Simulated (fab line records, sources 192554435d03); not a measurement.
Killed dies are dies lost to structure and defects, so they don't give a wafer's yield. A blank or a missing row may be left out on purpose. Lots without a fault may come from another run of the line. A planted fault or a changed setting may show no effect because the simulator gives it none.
Problem report in the 8D (eight disciplines) form, filled by code | flow n5_finfet | the parts of the form that need people (team, actions taken, sign-off) are left out

1. THE PROBLEM
spin_speed_rpm at N5_BEOL_M15_COAT_58 reads a mean of 1361.2 rpm on 6 wafers of 2 lots; wafers without a fault read 1500.1 rpm with a standard deviation of 1.1. That is -99 or more standard deviations from the usual mean.
The step: time 60 s, resist thk 89 nm.
First seen on wafer L428.3, day 12 21:55, on litho_track-04. The record holds 36 wafers of 12 lots with a number at this step. Rule for "out", or "out of limits": more than 4 standard deviations from the usual mean. The other wafers with a number count as sound.

2. WHAT IT IS AND WHAT IT IS NOT
question                    | is                     | is not
which readings at this step | spin_speed_rpm         | heater_power_total_W
which lots                  | L428, L431             | L423, L424, L425, L427, L429, L434, L437, L438, L440, L442
which wafers of those lots  | all that have a number | -
read on which tools         | litho_track-04         | litho_track-03, litho_track-05
when                        | from day 12 21:55      | up to then (12 sound wafers); but 18 sound wafers of L429, L434, L437, L438, L440, L442 came after

3. SUSPECTS, AND WHAT RULES EACH OUT
Counting: a tool at a process step up to the reading stays a suspect if it ran every lot that is out and no sound lot after the first of them.
- litho_track-04 at N5_BEOL_M15_COAT_58 (time 60 s, resist thk 89 nm): ruled out as a lasting fault. Sound lots L440, L442 ran on it after its first lot that is out, L428 (day 12 21:55).
Left after counting: nothing in the record.

4. THE CAUSE (what the simulator had put in)
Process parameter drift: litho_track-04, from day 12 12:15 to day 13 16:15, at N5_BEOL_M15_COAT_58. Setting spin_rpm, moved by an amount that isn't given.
Counting ruled it out, wrongly.

5. THE CHAIN OF EFFECTS, in route order
Each row: a reading whose mean over the struck wafers that have a number lies more than 3 standard deviations from the usual. Only readings for which the record gives a usual standard deviation are gone through. hours: the time from each lot's start at the first step in this table that gives one to its start at this step, as a median over the lots. sigmas: the change in usual standard deviations.
hours | step                | reading        | usual      | on struck wafers | change | sigmas
0     | N5_BEOL_M15_COAT_58 | spin_speed_rpm | 1500.1 rpm | 1361.2           | -138.9 | -99 or more
The process steps in it:
- N5_BEOL_M15_COAT_58: time 60 s, resist thk 89 nm.
Later measuring or inspecting steps at which every struck wafer that the step has a row for has a number for every such reading, and none has moved that far: N5_BEOL_M15_CD_MEAS_10.

6. WHAT WOULD HAVE CAUGHT IT SOONER
In this record the first reading out of limits was taken at day 12 21:55, 10 hours after the fault began at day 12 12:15.
